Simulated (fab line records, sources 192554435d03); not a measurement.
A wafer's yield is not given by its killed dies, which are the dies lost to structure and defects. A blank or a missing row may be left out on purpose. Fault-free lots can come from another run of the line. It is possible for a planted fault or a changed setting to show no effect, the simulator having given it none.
Lot-split experiment | flow n5Finfet | route with 1938 steps; 7 lots, 21 wafers read

== ON THE SPLIT ==
At N5_MOL_CONTACT_COAG_VIA_ETCH_117 (etches SiO2 in C4F6/O2, target depth 40 nm, overetch 8 nm, time 26 s), the setting biasW was moved away from the recipe's 455 W on 8 of the 21 wafers read, by -15.3% to -6.9%. All remaining wafers had this setting at the recipe value.

Reading taken at the split's own step.

== THE READING ==
rfVppV, in V, at N5_MOL_CONTACT_COAG_VIA_ETCH_117 (etches SiO2 in C4F6/O2, target depth 40 nm, overetch 8 nm, time 26 s). Fault-free wafers of this fab line usually give 1580 V, standard deviation 30 V.

wafer  | tool, chamber at the split | biasW as run, W | against the recipe | rfVppV, V | against lot-mates on the recipe
L074.2 | rieDiel-04, 1              | 455             | recipe             | 1537      | -
L074.4 | rieDiel-04, 3              | 455             | recipe             | 1579      | -
L074.6 | rieDiel-04, 1              | 455             | recipe             | 1535      | -
L075.1 | rieDiel-01, 0              | 455             | recipe             | 1615      | -
L075.3 | rieDiel-01, 1              | 455             | recipe             | 1603      | -
L075.6 | rieDiel-01, 3              | 455             | recipe             | 1571      | -
L077.3 | rieDiel-01, 2              | 415.6           | -8.7%              | 1523      | -64
L077.4 | rieDiel-01, 1              | 455             | recipe             | 1604      | -
L077.6 | rieDiel-01, 3              | 455             | recipe             | 1570      | -
L082.1 | rieDiel-04, 2              | 385.4           | -15.3%             | 1377      | -202
L082.2 | rieDiel-04, 3              | 455             | recipe             | 1579      | -
L082.3 | rieDiel-04, 1              | 385.4           | -15.3%             | 1354      | -225
L086.2 | rieDiel-04, 0              | 455             | recipe             | 1619      | -
L086.5 | rieDiel-04, 2              | 423.6           | -6.9%              | 1478      | -141
L086.6 | rieDiel-04, 1              | 423.6           | -6.9%              | 1455      | -164
L090.1 | rieDiel-02, 2              | 417.3           | -8.3%              | 1435      | -112
L090.3 | rieDiel-02, 0              | 455             | recipe             | 1563      | -
L090.5 | rieDiel-02, 2              | 455             | recipe             | 1531      | -
L092.1 | rieDiel-02, 2              | 417.5           | -8.2%              | 1435      | -152
L092.4 | rieDiel-02, 1              | 455             | recipe             | 1587      | -
L092.5 | rieDiel-02, 2              | 417.5           | -8.2%              | 1437      | -150

THE FIT
A straight line over all 21 wafers: rfVppV changes by +14 V for each +1% of biasW; r = +0.93; the points scatter about the line by 31 V.
The same after taking each lot's own level away (the mean of its wafers on the recipe; 21 wafers): +14.7 V for each +1%; r = +0.94; scatter 28 V.
That fit puts the effect of the largest move of biasW on the reading at 2.2e+02 V.
The span of the lots' own levels, 1547.0 to 1619.0 V, comes to 2.4 times the standard deviation stated above.
The two slopes are in agreement: the lot-to-lot level therefore moves the slope only a little.
Check: -238 V against its lot-mates is what the line predicts for one of the wafers moved furthest among these (-15.3%) when that wafer is left out of the fit. It came out at -202 V against them.
Tool readings at the split's step, against how far the setting was moved: rfVppV r = +0.93.

== THESE WAFERS: OTHER SPLITS ==
Other splits were also applied to these wafers ahead of the reading. Each is held against what the fit with the lots' levels taken away leaves over:
other split on the same wafers        | wafers away from the commonest value | r with rfVppV (lot level and that fit taken away)
N5_HKMG_FIN_ETCH_54 sourceW           | 6                                    | +0.48
N5_HKMG_FIN_ETCH_58 sourceW           | 6                                    | +0.06
N5_GATE_CUT_COAT_27 spinRpm           | 7                                    | -0.11
N5_GATE_CUT_EXPOSE_10 doseMj          | 8                                    | -0.52
N5_MOL_CONTACT_COAG_COAT_76 spinRpm   | 3                                    | +0.00
N5_MOL_CONTACT_COAG_EXPOSE_81 doseMj  | 7                                    | +0.12
N5_MOL_CONTACT_COAG_ALD_133 aldCycles | 9                                    | -0.06

== THE FILE'S OWN FIT ==
rfVppV changes by +14.3 V for each +1% of biasW, r = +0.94.
